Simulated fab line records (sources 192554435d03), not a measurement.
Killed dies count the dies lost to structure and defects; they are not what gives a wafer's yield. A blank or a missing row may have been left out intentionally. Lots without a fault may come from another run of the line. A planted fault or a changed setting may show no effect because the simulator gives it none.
fab line records | flow n5Finfet
record lots=7 | wafers=21
route steps=1938 shown SD_EPI_P@308 SDB@348 HKMG_FIN@413 MOL_CONTACT_COAG@615 BEOL_M0_SAQP@658 BEOL_M1@783
startH: the number of hours between the record's first day and the start of the first shown wafer of the lot | waitH: hours elapsed since this lot's preceding step | " identical to the entry in the row above | L1.1+2: a row that stands for several wafers | - no value, or no start was given | * or withheld: withheld | < > ~ a bound
route shown NAME@n: NAME is a module with steps in the file, n the number in the route of the first one | usual: mean and standard deviation over wafers with no fault | same: alike in all rows | chamber/n: place in a boat | sites: per-site readings | _std_site: their standard deviation | _edge_site: inner sites' mean taken away from outer sites' mean | radiusMm: for every site, how far away it sits from the centre of the wafer | mask NAME#n: copy n | behind: the most recent tool/chamber to have shaped the wafer | hold: reason for holding the lot/hours on hold/outcome of the hold | device: whichever transistor did not switch (one of n, p or np) | end of line: the same wafers' tests at the end of the route | a step with no rows: only its recipe | killed: dies lost to structure and defects at the first sort, not the wafer's yield | map: per-die view of a wafer (x killed, . not killed, _ where there is no die)
set.NAME: setting as actually run; set.NAME@STEP: the setting as run at that earlier step | model.NAME: the simulator's own value behind a step, which no gauge read
lots with deliberately changed settings; one table per step, one row per wafer
## steps
# step N5_SD_EPI_P_ETCH_37
# recipe chemistry=N2/H2 | target=SOC | overetchA=1080 | maskMaterial=SiARC | tempC=40 | ionEnergyEv=100 | sourceW=3000 | biasW=133 | pressureMtorr=20 | timeS=486 | n2FlowSccm=200 | h2FlowSccm=200 | ends=endPoint
# usual rfVppV=240.8/1.3
lot.wafer | tool       | chamber | startH | waitH | set.sourceW | set.pebTimeS@SD_EPI_P_PEB_07 | rfVppV | model.SD_EPI_P.cdNm
L074.1    | rieDiel-01 | 2       | 58.04  | 0.0   | 3000        | 60                           | 244.1  | 240.6
L074.2    | "          | 1       | "      | "     | 2693        | 60                           | 248.8  | 239.6
L074.6    | "          | 2       | "      | "     | 2693        | 60                           | 251.5  | 238.8
L075.1    | rieDiel-03 | 0       | 62.00  | 0.0   | 3000        | 60                           | 240.7  | 240.6
L075.3    | "          | 2       | "      | "     | 3000        | 60                           | 241.0  | 243
L075.4    | "          | 2       | "      | "     | 3000        | 60                           | 240.8  | 242.2
L084.1    | rieDiel-06 | 0       | 113.63 | 0.0   | 3000        | 60                           | 240.0  | 241.8
L084.3    | "          | 3       | "      | "     | 3262        | 60                           | 233.3  | 241.2
L084.5    | "          | 1       | "      | "     | 3262        | 60                           | 234.5  | 244.6
L088.1    | rieDiel-03 | 3       | 141.45 | 0.0   | 3000        | 68.54                        | 239.6  | 246.4
L088.2    | "          | 2       | "      | "     | 3273        | 60                           | 234.0  | 244.8
L088.5    | "          | 2       | "      | "     | 3273        | 68.54                        | 231.9  | 248.2
L089.1    | rieDiel-06 | 0       | 143.58 | 0.0   | 3326        | 60                           | 232.6  | 241
L089.2    | "          | 2       | "      | "     | 3326        | 60                           | 235.1  | 241.6
L089.6    | "          | 1       | "      | "     | 3000        | 68.58                        | 240.5  | 245.8
L091.1    | rieDiel-01 | 0       | 158.97 | 0.0   | 3443        | 60                           | 228.2  | 241.6
L091.4    | "          | 1       | "      | "     | 3443        | 60                           | 226.9  | 243
L091.6    | "          | 2       | "      | "     | 3000        | 46.91                        | 243.2  | 232
L095.1    | rieDiel-03 | 2       | 181.85 | 0.0   | 3000        | 60                           | 241.7  | 241.6
L095.3    | "          | 1       | "      | "     | 3000        | 60                           | 238.2  | 241.4
L095.5    | "          | 1       | "      | "     | 2798        | 60                           | 246.9  | 240.8
# step N5_SD_EPI_P_STRIP_38
# recipe chemistry=N2/H2 | tempC=40 | n2FlowSccm=200 | h2FlowSccm=200 | rfFrequencyHz=6e+07
# step N5_SD_EPI_P_ETCHBACK_46
# recipe chemistry=CH3F/O2 | mode=anisotropicEtchback | target=SiNx | targetDepthA=175 | stopOn=SiO2 | overEtchFrac=0.3 | ionEnergyEv=120 | pressureMtorr=30 | sourceW=395 | biasW=73 | Ar_flow_sccm=150 | CH3F_flow_sccm=30 | O2_flow_sccm=20
lot.wafer | tool       | chamber | startH | waitH | set.pebTimeS@SD_EPI_P_PEB_07 | model.SD_EPI_P.cdNm
L074.1    | rieDiel-01 | 2       | 58.36  | 0.0   | 60                           | 240.6
L074.2    | "          | 1       | "      | "     | 60                           | 239.6
L074.6    | "          | 2       | "      | "     | 60                           | 238.6
L075.1    | rieDiel-03 | 0       | 62.33  | 0.0   | 60                           | 240.4
L075.3    | "          | 2       | "      | "     | 60                           | 243
L075.4    | "          | 2       | "      | "     | 60                           | 242.4
L084.1    | rieDiel-06 | 0       | 113.95 | 0.0   | 60                           | 241.6
L084.3    | "          | 3       | "      | "     | 60                           | 241.4
L084.5    | "          | 1       | "      | "     | 60                           | 244.6
L088.1    | rieDiel-03 | 3       | 141.77 | 0.0   | 68.54                        | 246.4
L088.2    | "          | 2       | "      | "     | 60                           | 244.8
L088.5    | "          | 2       | "      | "     | 68.54                        | 248.2
L089.1    | rieDiel-06 | 0       | 143.90 | 0.0   | 60                           | 240.8
L089.2    | "          | 2       | "      | "     | 60                           | 241.8
L089.6    | "          | 1       | "      | "     | 68.58                        | 246
L091.1    | rieDiel-01 | 0       | 159.29 | 0.0   | 60                           | 241.6
L091.4    | "          | 1       | "      | "     | 60                           | 243.2
L091.6    | "          | 2       | "      | "     | 46.91                        | 231.8
L095.1+3  | rieDiel-03 | 2,1     | 182.18 | 0.0   | 60                           | 241.6
L095.5    | "          | 1       | "      | "     | 60                           | 241
# step N5_SDB_COAT_03
# recipe resist=SOC | tempC=250 | timeS=60 | spinRpm=1500 | resistThkNm=100
lot.wafer | tool          | chamber | startH | waitH | set.spinRpm | model.SOC_of_SDB_COAT_03.thkNm
L074.1+6  | lithoTrack-01 | 0       | 69.17  | 0.1   | 1364        | 105.8
L074.2    | "             | 0       | "      | "     | 1500        | 100.6
L075.1    | lithoTrack-05 | 0       | 72.93  | 0.1   | 1500        | 100.6
L075.3+4  | "             | 0       | "      | "     | 1500        | 100.4
L084.1    | lithoTrack-03 | 0       | 124.40 | 0.1   | 1500        | 100
L084.3    | "             | 0       | "      | "     | 1360        | 105.4
L084.5    | "             | 0       | "      | "     | 1360        | 105
L088.1+5  | lithoTrack-01 | 0       | 153.59 | 0.1   | 1500        | 100.6
L088.2    | "             | 0       | "      | "     | 1500        | 100.4
L089.1    | lithoTrack-03 | 0       | 155.33 | 0.1   | 1400        | 103.6
L089.2    | "             | 0       | "      | "     | 1400        | 103.4
L089.6    | "             | 0       | "      | "     | 1400        | 103.2
L091.1+6  | lithoTrack-05 | 0       | 171.96 | 0.1   | 1500        | 101
L091.4    | "             | 0       | "      | "     | 1500        | 100.8
L095.1    | lithoTrack-05 | 0       | 196.47 | 0.1   | 1500        | 100.4
L095.3    | "             | 0       | "      | "     | 1500        | 100.2
L095.5    | "             | 0       | "      | "     | 1500        | 100.6
# step N5_SDB_COAT_04
# recipe resist=SiARC | tempC=220 | timeS=60 | spinRpm=1500 | resistThkNm=18
# step N5_SDB_COAT_05
# recipe resist=CAR-ArF | spinRpm=1500 | resistThkNm=90
# step N5_SDB_DESCUM_16
# recipe chemistry=O2 | timeS=7.9 | sourcePowerW=50 | biasPowerW=20 | pressureMtorr=20 | rfFrequencyHz=2.712e+07 | tempC=40 | resist=CAR-ArF | o2FlowSccm=225
# step N5_SDB_ETCH_17
# recipe chemistry=CF4 | target=SiARC | targetDepthA=234 | maskMaterial=CAR-ArF | timeS=39 | ionEnergyEv=80 | pressureMtorr=40 | sourceW=545 | biasW=36 | Ar_flow_sccm=100 | cf4FlowSccm=100 | ends=cleared
# step N5_SDB_ETCH_18
# recipe chemistry=N2/H2 | target=SOC | targetDepthA=1000 | overetchA=200 | maskMaterial=SiARC | tempC=40 | timeS=150 | ionEnergyEv=200 | pressureMtorr=30 | sourceW=840 | biasW=150 | n2FlowSccm=200 | h2FlowSccm=200
lot.wafer | tool       | chamber | startH | waitH | set.spinRpm@SDB_COAT_03 | model.etch.depthNm
L074.1+6  | rieDiel-02 | 2,0     | 69.70  | 0.0   | 1364                    | 105.8
L074.2    | "          | 1       | "      | "     | 1500                    | 100.5
L075.1    | rieDiel-04 | 2       | 73.69  | 0.0   | 1500                    | 100.6
L075.3    | "          | 0       | "      | "     | 1500                    | 100.3
L075.4    | "          | 1       | "      | "     | 1500                    | 100.5
L084.1    | rieDiel-04 | 2       | 124.93 | 0.0   | 1500                    | 99.98
L084.3    | "          | 1       | "      | "     | 1360                    | 105.3
L084.5    | "          | 0       | "      | "     | 1360                    | 105
L088.1    | rieDiel-05 | 2       | 154.11 | 0.0   | 1500                    | 100.7
L088.2    | "          | 0       | "      | "     | 1500                    | 100.4
L088.5    | "          | 3       | "      | "     | 1500                    | 100.6
L089.1    | rieDiel-05 | 0       | 156.09 | 0.0   | 1400                    | 103.6
L089.2    | "          | 2       | "      | "     | 1400                    | 103.5
L089.6    | "          | 1       | "      | "     | 1400                    | 103.1
L091.1+4  | rieDiel-05 | 0,3     | 172.54 | 0.0   | 1500                    | 100.9
L091.6    | "          | 1       | "      | "     | 1500                    | 101
L095.1+3  | rieDiel-04 | 1,0     | 197.14 | 0.0   | 1500                    | 100.3
L095.5    | "          | 0       | "      | "     | 1500                    | 100.5
# step N5_SDB_STRIP_19
# recipe chemistry=N2/H2 | tempC=40 | n2FlowSccm=200 | h2FlowSccm=200 | rfFrequencyHz=6e+07
# step N5_SDB_STRIP_21
# recipe chemistry=CF4 | resist=SiARC | powerW=300 | biasPowerW=75 | pressureMtorr=50 | cf4FlowSccm=150 | rfFrequencyHz=6e+07
# step N5_SDB_HM_OPEN_20
# recipe chemistry=CH3F/O2 | target=SiNx | maskMaterial=SOC | targetDepthA=240 | stopOn=poly-Si | overEtchFrac=0.4 | ionEnergyEv=120 | pressureMtorr=30 | sourceW=395 | biasW=73 | Ar_flow_sccm=150 | CH3F_flow_sccm=30 | O2_flow_sccm=20
# step N5_SDB_STRIP_22
# recipe chemistry=N2/H2 | powerW=1000 | tempC=250 | h2Frac=0.65 | overashFraction=0.3 | pressureMtorr=withheld | n2FlowSccm=1750 | h2FlowSccm=3250
# usual stripTimeToEndpointS=96.7/0.47
lot.wafer | tool           | chamber | startH | waitH | set.spinRpm@SDB_COAT_03 | stripTimeToEndpointS
L074.1    | plasmaAsher-02 | 1       | 69.94  | 0.1   | 1364                    | 101.2
L074.2    | "              | 0       | "      | "     | 1500                    | 96.9
L074.6    | "              | 0       | "      | "     | 1364                    | 102.1
L075.1    | plasmaAsher-01 | 1       | 73.93  | 0.1   | 1500                    | 96.7
L075.3    | "              | 0       | "      | "     | 1500                    | 96.5
L075.4    | "              | 1       | "      | "     | 1500                    | 97.2
L084.1    | plasmaAsher-02 | 1       | 125.17 | 0.1   | 1500                    | 96.3
L084.3    | "              | 1       | "      | "     | 1360                    | 101.9
L084.5    | "              | 0       | "      | "     | 1360                    | 101.0
L088.1    | plasmaAsher-02 | 0       | 154.35 | 0.1   | 1500                    | 97.0
L088.2    | "              | 1       | "      | "     | 1500                    | 97.4
L088.5    | "              | 0       | "      | "     | 1500                    | 97.0
L089.1    | plasmaAsher-01 | 0       | 156.50 | 0.2   | 1400                    | 100.1
L089.2    | "              | 1       | "      | "     | 1400                    | 99.6
L089.6    | "              | 1       | "      | "     | 1400                    | 99.9
L091.1    | plasmaAsher-02 | 0       | 172.78 | 0.1   | 1500                    | 97.7
L091.4    | "              | 0       | "      | "     | 1500                    | 97.1
L091.6    | "              | 1       | "      | "     | 1500                    | 98.0
L095.1    | plasmaAsher-02 | 1       | 197.38 | 0.1   | 1500                    | 97.2
L095.3    | "              | 1       | "      | "     | 1500                    | 96.6
L095.5    | "              | 0       | "      | "     | 1500                    | 96.8
# step N5_HKMG_FIN_CVD_62
# recipe material=a-Si | targetThkA=30 | tempC=500 | precursor=Si2H6 | pressureTorr=1 | timeS=20.8
lot.wafer  | tool            | chamber | startH | waitH | set.tempC | model.a-Si_of_HKMG_FIN_CVD_62.thkNm
L074.1     | thermalCvdSi-01 | 0       | 76.96  | 0.2   | 517.2     | 4.8
L074.2+6   | "               | 0       | "      | "     | 500       | 3
L075.1+3+4 | thermalCvdSi-02 | 2,1,1   | 81.02  | 0.2   | 500       | 3
L084.1+3+5 | thermalCvdSi-01 | 2,1,1   | 133.51 | 0.2   | 500       | 3
L088.1+2   | thermalCvdSi-01 | 1,2     | 162.18 | 0.2   | 491.5     | 2.4
L088.5     | "               | 0       | "      | "     | 500       | 3
L089.1     | thermalCvdSi-02 | 1       | 163.33 | 0.2   | 490.9     | 2.4
L089.2+6   | "               | 2       | "      | "     | 500       | 3
L091.1     | thermalCvdSi-02 | 1       | 180.01 | 0.2   | 500       | 3
L091.4     | "               | 2       | "      | "     | 519.4     | 5.2
L091.6     | "               | 1       | "      | "     | 500       | 2.8
L095.1+3+5 | thermalCvdSi-01 | 2,1,0   | 204.48 | 0.2   | 500       | 3
# step N5_MOL_CONTACT_COAG_VIA_ETCH_117
# recipe chemistry=C4F6/O2 | targetDepthA=400 | overetchA=80 | maskMaterial=SOC | target=SiO2 | biasW=455 | pressureMtorr=10 | timeS=26 | sourceW=325 | Ar_flow_sccm=300 | C4F6_flow_sccm=10 | O2_flow_sccm=10 | ionEnergyEv=575.3 | ends=endPoint
# usual rfVppV=1594/27
lot.wafer | tool       | chamber | startH | waitH | set.biasW | rfVppV
L074.1    | rieDiel-02 | 0       | 106.59 | 0.0   | 455       | 1593
L074.2    | "          | 3       | "      | "     | 531.8     | 1828
L074.6    | "          | 3       | "      | "     | 531.8     | 1829
L075.1    | rieDiel-04 | 3       | 107.51 | 0.0   | 455       | 1591
L075.3    | "          | 2       | "      | "     | 455       | 1563
L075.4    | "          | 0       | "      | "     | 455       | 1540
L084.1    | rieDiel-04 | 2       | 161.32 | 0.0   | 427.7     | 1490
L084.3    | "          | 0       | "      | "     | 427.7     | 1469
L084.5    | "          | 3       | "      | "     | 455       | 1591
L088.1    | rieDiel-02 | 0       | 188.58 | 0.0   | 455       | 1592
L088.2    | "          | 1       | "      | "     | 483.4     | 1654
L088.5    | "          | 0       | "      | "     | 455       | 1593
L089.1    | rieDiel-04 | 2       | 192.16 | 0.0   | 455       | 1561
L089.2    | "          | 1       | "      | "     | 523.1     | 1775
L089.6    | "          | 2       | "      | "     | 523.1     | 1732
L091.1    | rieDiel-05 | 1       | 207.52 | 0.0   | 434.3     | 1537
L091.4    | "          | 2       | "      | "     | 434.3     | 1540
L091.6    | "          | 3       | "      | "     | 455       | 1593
L095.1    | rieDiel-05 | 1       | 230.74 | 0.0   | 455       | 1593
L095.3    | "          | 0       | "      | "     | 455       | 1631
L095.5    | "          | 3       | "      | "     | 455       | 1592
# step N5_MOL_CONTACT_COAG_ETCH_124
# recipe chemistry=CH3F/O2 | target=SiNx | targetDepthA=65 | maskMaterial=SOC | stopOn=SiOC | overEtchFrac=0.3 | ionEnergyEv=120 | pressureMtorr=30 | sourceW=395 | biasW=73 | Ar_flow_sccm=150 | CH3F_flow_sccm=30 | O2_flow_sccm=20 | ends=endPoint
# usual rfVppV=299/5.4
lot.wafer | tool       | chamber | startH | waitH | set.sourceW | rfVppV
L074.1    | rieDiel-02 | 0       | 106.62 | 0.0   | 324         | 326
L074.2    | "          | 3       | "      | "     | 395         | 307
L074.6    | "          | 3       | "      | "     | 324         | 334
L075.1    | rieDiel-04 | 3       | 107.54 | 0.0   | 395         | 299
L075.3    | "          | 2       | "      | "     | 395         | 292
L075.4    | "          | 0       | "      | "     | 395         | 288
L084.1    | rieDiel-04 | 2       | 161.35 | 0.0   | 395         | 292
L084.3    | "          | 0       | "      | "     | 338.7       | 311
L084.5    | "          | 3       | "      | "     | 395         | 300
L088.1    | rieDiel-02 | 0       | 188.61 | 0.0   | 372.9       | 307
L088.2    | "          | 1       | "      | "     | 372.9       | 301
L088.5    | "          | 0       | "      | "     | 395         | 298
L089.1    | rieDiel-04 | 2       | 192.19 | 0.0   | 449.6       | 276
L089.2    | "          | 1       | "      | "     | 395         | 300
L089.6    | "          | 2       | "      | "     | 395         | 294
L091.1    | rieDiel-05 | 1       | 207.54 | 0.0   | 414.6       | 290
L091.4    | "          | 2       | "      | "     | 395         | 299
L091.6    | "          | 3       | "      | "     | 414.6       | 292
L095.1    | rieDiel-05 | 1       | 230.77 | 0.0   | 350.1       | 314
L095.3    | "          | 0       | "      | "     | 395         | 307
L095.5    | "          | 3       | "      | "     | 350.1       | 317
# step N5_BEOL_M0_SAQP_MANDREL_ETCH_20
# recipe targetDepthA=600 | chemistry=HBr/Cl2 | target=a-Si | stopOn=SiNx | btTimeS=10 | maskMaterial=SOC | overEtchFrac=0.5 | timeS=30 | pressureMtorr=10 | icpW=800 | biasW=75 | HBr_flow_sccm=150 | Cl2_flow_sccm=80 | ends=endPoint
lot.wafer | tool     | chamber | startH | waitH | set.icpW | model.SiNx_of_BEOL_M0_SAQP_PECVD_97.thkNm | model.SOC_of_BEOL_M0_SAQP_COAT_81.thkNm
L074.1+2  | rieSi-04 | 0,2     | 113.24 | 0.0   | 800      | 18.2                                      | 76.2
L074.6    | "        | 0       | "      | "     | 800      | 18.2                                      | 76.4
L075.1    | rieSi-03 | 2       | 116.13 | 0.0   | 800      | 18.2                                      | 76
L075.3    | "        | 0       | "      | "     | 800      | 18.4                                      | 76
L075.4    | "        | 3       | "      | "     | 800      | 18.8                                      | 75.8
L084.1    | rieSi-04 | 1       | 169.44 | 0.0   | 917.6    | 16.8                                      | 74.2
L084.3    | "        | 0       | "      | "     | 800      | 17.8                                      | 75.6
L084.5    | "        | 2       | "      | "     | 800      | 18.2                                      | 75.4
L088.1    | rieSi-03 | 0       | 195.31 | 0.0   | 800      | 18.6                                      | 75.6
L088.2    | "        | 3       | "      | "     | 890      | 17.8                                      | 74.2
L088.5    | "        | 2       | "      | "     | 800      | 18.4                                      | 75.6
L089.1    | rieSi-01 | 1       | 198.85 | 0.0   | 800      | 17.8                                      | 76.2
L089.2    | "        | 2       | "      | "     | 800      | 18.2                                      | 75.8
L089.6    | "        | 1       | "      | "     | 800      | 18.2                                      | 76
L091.1    | rieSi-04 | 1       | 215.59 | 0.0   | 800      | 18.2                                      | 75.2
L091.4    | "        | 2       | "      | "     | 713.2    | 19                                        | 76.8
L091.6    | "        | 3       | "      | "     | 713.2    | 18.8                                      | 76.6
L095.1    | rieSi-01 | 2       | 237.54 | 0.0   | 800      | 18.4                                      | 75.6
L095.3    | "        | 3       | "      | "     | 800      | 18.2                                      | 76.2
L095.5    | "        | 1       | "      | "     | 800      | 18.4                                      | 76.2
# step N5_BEOL_M0_SAQP_STRIP_86
# recipe chemistry=N2/H2 | powerW=500 | tempC=40 | pressureMtorr=50 | rfFrequencyHz=6e+07 | overashFraction=0.3 | biasPowerW=28 | h2Frac=0.5 | n2FlowSccm=300 | h2FlowSccm=300
# step N5_BEOL_M0_SAQP_STRIP_115
# recipe chemistry=postEtchResidueRemover | timeS=60 | tempC=25 | removerPh=withheld | removerWaterWtPct=withheld | removerFluorideWtPct=withheld
# step N5_BEOL_M0_SAQP_SRD_93
# recipe dry=ipaMarangoni | timeS=30 | tempC=23 | rinseLiquid=diw
# step N5_BEOL_M0_SAQP_RECESS_114
# recipe chemistry=HF/NH3 | target=SiO2 | targetDepthA=144 | afsCycles=3 | tempC=30 | sublimationTempC=180 | sublimationTimeS=60
lot.wafer  | tool         | chamber | startH | waitH | set.icpW@BEOL_M0_SAQP_MANDREL_ETCH_20 | model.SiNx_of_BEOL_M0_SAQP_PECVD_97.thkNm
L074.1+2+6 | vaporEtch-02 | 0,1,1   | 113.47 | 0.0   | 800                                   | 15.6
L075.1     | vaporEtch-02 | 0       | 116.36 | 0.0   | 800                                   | 15.6
L075.3     | "            | 1       | "      | "     | 800                                   | 15.8
L075.4     | "            | 0       | "      | "     | 800                                   | 16.2
L084.1     | vaporEtch-02 | 1       | 169.67 | 0.0   | 917.6                                 | 14.2
L084.3     | "            | 0       | "      | "     | 800                                   | 15.2
L084.5     | "            | 0       | "      | "     | 800                                   | 15.8
L088.1     | vaporEtch-02 | 1       | 195.54 | 0.0   | 800                                   | 16
L088.2     | "            | 0       | "      | "     | 890                                   | 15.2
L088.5     | "            | 0       | "      | "     | 800                                   | 15.8
L089.1     | vaporEtch-02 | 1       | 199.11 | 0.0   | 800                                   | 15.2
L089.2+6   | "            | 0,1     | "      | "     | 800                                   | 15.6
L091.1     | vaporEtch-02 | 0       | 215.82 | 0.0   | 800                                   | 15.6
L091.4     | "            | 0       | "      | "     | 713.2                                 | 16.4
L091.6     | "            | 0       | "      | "     | 713.2                                 | 16.2
L095.1+5   | vaporEtch-02 | 1       | 237.77 | 0.0   | 800                                   | 15.8
L095.3     | "            | 1       | "      | "     | 800                                   | 15.6
# step N5_BEOL_M1_EXPOSE_25
# recipe maskId=V0 | na=0.33 | sourceShape=quasar | sigmaInner=0.2 | sigmaOuter=0.8 | polarization=unpolarized | defocusNm=5 | targetCdNm=24 | doseMj=63
lot.wafer  | tool          | chamber | startH | waitH | mask | set.doseMj
L075.1+3+4 | euvScanner-02 | 0       | 129.43 | -     | V0#0 | 63
L074.1     | euvScanner-01 | 0       | 129.68 | -     | V0#0 | 58.76
L074.2+6   | "             | 0       | "      | "     | V0#0 | 63
L084.1+3+5 | euvScanner-01 | 0       | 181.43 | -     | V0#0 | 63
L088.1     | euvScanner-01 | 0       | 208.80 | -     | V0#0 | 60.29
L088.2+5   | "             | 0       | "      | "     | V0#0 | 63
L089.1+6   | euvScanner-02 | 0       | 215.22 | -     | V0#0 | 63
L089.2     | "             | 0       | "      | "     | V0#0 | 58.74
L091.1+4+6 | euvScanner-02 | 0       | 233.34 | -     | V0#0 | 63
L095.1+5   | euvScanner-01 | 0       | 252.71 | -     | V0#0 | 61.24
L095.3     | "             | 0       | "      | "     | V0#0 | 63
# step N5_BEOL_M1_PEB_26
# recipe pebTempC=100 | pebTimeS=60 | resist=CAR-EUV
# step N5_BEOL_M1_DEVELOP_27
# recipe developTimeS=30 | developer=TMAH | resist=CAR-EUV | rinseLiquid=surfactantRinse | dry=airSpin | devTempC=23
# step N5_BEOL_M1_CD_MEAS_28
# recipe landingEnergyEv=500 | detector=seInlens | targetCdYNm=23.3
# usual cdNm=24.14/0.25
lot.wafer | tool     | chamber | startH | waitH | set.doseMj@BEOL_M1_EXPOSE_25 | cdNm
L075.1    | cdSem-02 | 0       | 129.57 | -     | 63                           | 24.06
L075.3    | "        | 0       | "      | "     | 63                           | 24.07
L075.4    | "        | 0       | "      | "     | 63                           | 24.39
L074.1    | cdSem-01 | 0       | 129.83 | -     | 58.76                        | 23.05
L074.2    | "        | 0       | "      | "     | 63                           | 24.12
L074.6    | "        | 0       | "      | "     | 63                           | 24.30
L084.1    | cdSem-03 | 0       | 181.57 | -     | 63                           | 24.09
L084.3    | "        | 0       | "      | "     | 63                           | 24.15
L084.5    | "        | 0       | "      | "     | 63                           | 24.19
L088.1    | cdSem-03 | 0       | 208.94 | -     | 60.29                        | 23.59
L088.2    | "        | 0       | "      | "     | 63                           | 23.62
L088.5    | "        | 0       | "      | "     | 63                           | 24.23
L089.1    | cdSem-03 | 0       | 215.37 | -     | 63                           | 24.40
L089.2    | "        | 0       | "      | "     | 58.74                        | 22.73
L089.6    | "        | 0       | "      | "     | 63                           | 24.44
L091.1    | cdSem-01 | 0       | 233.48 | -     | 63                           | 24.38
L091.4    | "        | 0       | "      | "     | 63                           | 24.14
L091.6    | "        | 0       | "      | "     | 63                           | 24.12
L095.1    | cdSem-01 | 0       | 252.85 | -     | 61.24                        | 22.88
L095.3    | "        | 0       | "      | "     | 63                           | 24.58
L095.5    | "        | 0       | "      | "     | 61.24                        | 23.31
# step N5_BEOL_M1_STRIP_71
# recipe chemistry=N2/H2 | tempC=40 | n2FlowSccm=200 | h2FlowSccm=200 | rfFrequencyHz=6e+07
# step N5_BEOL_M1_STRIP_78
# recipe chemistry=N2/H2 | tempC=40 | n2FlowSccm=200 | h2FlowSccm=200 | rfFrequencyHz=6e+07
# step N5_BEOL_M1_VIA_ETCH_34
# recipe chemistry=C4F6/O2 | targetDepthA=678 | maskMaterial=SOC | pressureMtorr=15 | ionEnergyEv=250 | taperDeg=4 | timeS=64.4 | sourceW=350 | biasW=170 | Ar_flow_sccm=300 | C4F6_flow_sccm=10 | O2_flow_sccm=10
lot.wafer  | tool       | chamber | startH | waitH | set.doseMj@BEOL_M1_EXPOSE_25 | model.BEOL_M1.cdNm
L075.1     | rieDiel-03 | 1       | 150.90 | 0.0   | 63                           | 18
L075.3     | "          | 3       | "      | "     | 63                           | 18.4
L075.4     | "          | 0       | "      | "     | 63                           | 18.2
L074.1     | rieDiel-01 | 1       | 151.54 | 0.0   | 58.76                        | 16.8
L074.2     | "          | 2       | "      | "     | 63                           | 17.8
L074.6     | "          | 3       | "      | "     | 63                           | 18.4
L084.1     | rieDiel-06 | 1       | 188.24 | 0.0   | 63                           | 18.8
L084.3+5   | "          | 2,3     | "      | "     | 63                           | 18.2
L088.1     | rieDiel-01 | 0       | 213.94 | 0.0   | 60.29                        | 17
L088.2     | "          | 1       | "      | "     | 63                           | 17.8
L088.5     | "          | 2       | "      | "     | 63                           | 17.6
L089.1     | rieDiel-01 | 3       | 221.98 | 0.0   | 63                           | 18.4
L089.2     | "          | 0       | "      | "     | 58.74                        | 16.2
L089.6     | "          | 1       | "      | "     | 63                           | 18.2
L091.1+4+6 | rieDiel-01 | 1,0,2   | 235.65 | 0.0   | 63                           | 18.2
L095.1     | rieDiel-03 | 3       | 257.05 | 0.0   | 61.24                        | 17.6
L095.3     | "          | 0       | "      | "     | 63                           | 18.6
L095.5     | "          | 1       | "      | "     | 61.24                        | 17.4
## key
split step=N5_SD_EPI_P_ETCH_37 | setting=sourceW | stated=3000 | by=wafer
response step=N5_SD_EPI_P_ETCH_37 | reading=rfVppV | change=-0.815 | per=1% | r=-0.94
split step=N5_SDB_COAT_03 | setting=spinRpm | stated=1500 | by=wafer
response step=N5_SDB_COAT_03 | reading=model.SOC_of_SDB_COAT_03.thkNm | change=-0.565 | per=1% | r=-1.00
response step=N5_SDB_ETCH_18 | reading=model.etch.depthNm | change=-0.566 | per=1% | r=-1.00
response step=N5_SDB_STRIP_22 | reading=stripTimeToEndpointS | change=* | per=1% | r=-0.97
split step=N5_HKMG_FIN_CVD_62 | setting=tempC | stated=500 | by=wafer
response step=N5_HKMG_FIN_CVD_62 | reading=model.a-Si_of_HKMG_FIN_CVD_62.thkNm | change=+0.521 | per=1% | r=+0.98
split step=N5_MOL_CONTACT_COAG_VIA_ETCH_117 | setting=biasW | stated=455 | by=wafer
response step=N5_MOL_CONTACT_COAG_VIA_ETCH_117 | reading=rfVppV | change=+13.5 | per=1% | r=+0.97
split step=N5_MOL_CONTACT_COAG_ETCH_124 | setting=sourceW | stated=395 | by=wafer
response step=N5_MOL_CONTACT_COAG_ETCH_124 | reading=rfVppV | change=-1.23 | per=1% | r=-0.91
split step=N5_BEOL_M0_SAQP_MANDREL_ETCH_20 | setting=icpW | stated=800 | by=wafer
response step=N5_BEOL_M0_SAQP_MANDREL_ETCH_20 | reading=model.SiNx_of_BEOL_M0_SAQP_PECVD_97.thkNm | change=-0.0719 | per=1% | r=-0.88
response step=N5_BEOL_M0_SAQP_MANDREL_ETCH_20 | reading=model.SOC_of_BEOL_M0_SAQP_COAT_81.thkNm | change=-0.111 | per=1% | r=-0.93
response step=N5_BEOL_M0_SAQP_RECESS_114 | reading=model.SiNx_of_BEOL_M0_SAQP_PECVD_97.thkNm | change=-0.0751 | per=1% | r=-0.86
split step=N5_BEOL_M1_EXPOSE_25 | setting=doseMj | stated=63 | by=wafer
response step=N5_BEOL_M1_CD_MEAS_28 | reading=cdNm | change=+0.212 | per=1% | r=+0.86
response step=N5_BEOL_M1_VIA_ETCH_34 | reading=model.BEOL_M1.cdNm | change=+0.247 | per=1% | r=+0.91
split outsideThisFile step=N5_SD_EPI_P_PEB_07 setting=pebTimeS
# split outsideThisFile: this setting was split too, and the file shows its column; the key of that split is in another file
